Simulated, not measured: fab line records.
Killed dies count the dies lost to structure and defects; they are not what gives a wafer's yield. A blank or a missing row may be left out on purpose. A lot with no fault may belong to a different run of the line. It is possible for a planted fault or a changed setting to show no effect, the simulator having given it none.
Struck lot and sound lot, side by side | flow n5_finfet | 15 steps out of a route of 1938
Sound: wafers L584.1, L584.3, L584.5. Struck: wafers L593.3, L593.6. (L593.1 of the same lot was not struck and is left out.) The cause comes at the end.
At each step with rows: each side's tool, then ch and its chambers, then its first start. Under that, the readings that differ: sound wafers | struck wafers | difference of the means | sigmas: that difference in standard deviations of wafers without a fault.
alike: a reading whose means differ by less than 2 such deviations, as well as words and numbers matching on both sides. not compared: withheld readings; readings where some wafer has no value; bounds like >300 that might hide an equal value; numbers whose values overlap and for which the record gives no deviation.
A row with sigmas, a row that says differs or no value, or rows on one side alone: a step with any of these is where the two part. Non-overlapping numbers with no deviation appear without sigmas and do not part them. A reading that every wafer of one side lacks parts them only if that side has two wafers or more.

first, 8 steps without rows for these wafers: N5_BEOL_M5_COAT_60 (time 60 s, resist thk 12 nm); N5_BEOL_M5_COAT_71 (time 60 s, resist thk 5 nm); N5_BEOL_M5_COAT_05 (resist thk 30 nm); N5_BEOL_M5_EBR_07; N5_BEOL_M5_SOFTBAKE_06 (time 60 s); N5_BEOL_M5_EXPOSE_08 (exposes mask M5, target cd 28 nm); N5_BEOL_M5_PEB_09 (peb time 60 s); N5_BEOL_M5_DEVELOP_10 (develop time 30 s).
N5_BEOL_M5_CD_MEAS_11: target cd 27.74 nm.
  sound on cd_sem-01 ch 0, day 10 07:25; struck on cd_sem-02 ch 0, day 12 13:01
  alike: cd_nm
N5_BEOL_M5_OVL_MEAS_12:
  sound on overlay-01 ch 0, day 10 07:26; struck on overlay-02 ch 0, day 12 13:03
  alike: M5_OVL
N5_BEOL_M5_INSPECT_13: inspects for defects (brightfield).
  sound: defect_inspect-01 at day 10 07:29; struck: defect_inspect-01 at day 12 13:07
  alike: raw_defect_count
N5_BEOL_M5_DESCUM_16: chemistry O2, time 7 s.
  sound on rie_diel-06 ch 0,2, day 10 07:32; struck on rie_diel-06 ch 2, day 12 13:09
  reading      | sound             | struck      | difference | sigmas
  rf_vpp_V (V) | 243.2 242.9 243.8 | 241.0 239.9 | -2.9       | -2
  alike: chamber_pressure_mTorr, drypump_motor_current_A, oes_product_au, showerhead_plenum_p_Torr, throttle_valve_pct
  not compared: rf_hours_counter_h
N5_BEOL_M5_ETCH_72: etches underlayer in N2/H2, target depth 6.5 nm, time 5.2 s.
  sound on rie_diel-06 ch 0,2, day 10 07:34; struck on rie_diel-06 ch 2, day 12 13:11
  reading               | sound             | struck      | difference | sigmas
  bias_w (W)            | 150.2 149.4 150.0 | 123.7 122.9 | -26.6      | -59
  etch_rf_on_time_s (s) | 4.99 5.12 4.99    | 5.72 5.73   | +0.69      | +4
  oes_product_au (a.u.) | 0.77 0.65 0.76    | 0.60 0.60   | -0.13      | -2
  rf_vpp_V (V)          | 527.1 520.9 524.1 | 458.2 457.0 | -66.4      | -27
  alike: chamber_pressure_mTorr, drypump_motor_current_A, showerhead_plenum_p_Torr, throttle_valve_pct
  not compared: rf_hours_counter_h
N5_BEOL_M5_ETCH_61: etches SiARC in CF4, target depth 15.6 nm, time 26 s.
  sound on rie_diel-06 ch 0,2, day 10 07:35; struck on rie_diel-06 ch 2, day 12 13:12
  alike: bias_w, cf4_flow_sccm, chamber_pressure_mTorr, drypump_motor_current_A, etch_rf_on_time_s, mfc_ar_sccm, oes_product_au, rf_vpp_V, showerhead_plenum_p_Torr, throttle_valve_pct
  not compared: rf_hours_counter_h
-- here the record skips 5 days between the struck wafers' starts before and after, leaving off in module BEOL_M5 and picking up in module PASSIVATION (first step shown: number 1936 of the route) --
N5_PASSIVATION_PROBE_49:
  sound: prober-02 at day 14 14:50; struck: prober-01 at day 17 10:23
  alike: defect_limited_yield, killed_at_M0_to_M3, killed_at_M4_up, killed_at_contacts, killed_at_front_end, killed_at_other, killed_dies, killed_open, killed_short, sort_bin_5_function, sort_bin_6_memory, sort_bin_8_speed, sort_n_pass, sort_yield_pct

## WHERE THEY PART
Last at N5_BEOL_M5_ETCH_72 as far as this record goes, first at N5_BEOL_M5_DESCUM_16. Later steps at which nothing parts them and some readings are alike: N5_BEOL_M5_ETCH_61, N5_PASSIVATION_PROBE_49.

WHY: what had been put in by the simulator
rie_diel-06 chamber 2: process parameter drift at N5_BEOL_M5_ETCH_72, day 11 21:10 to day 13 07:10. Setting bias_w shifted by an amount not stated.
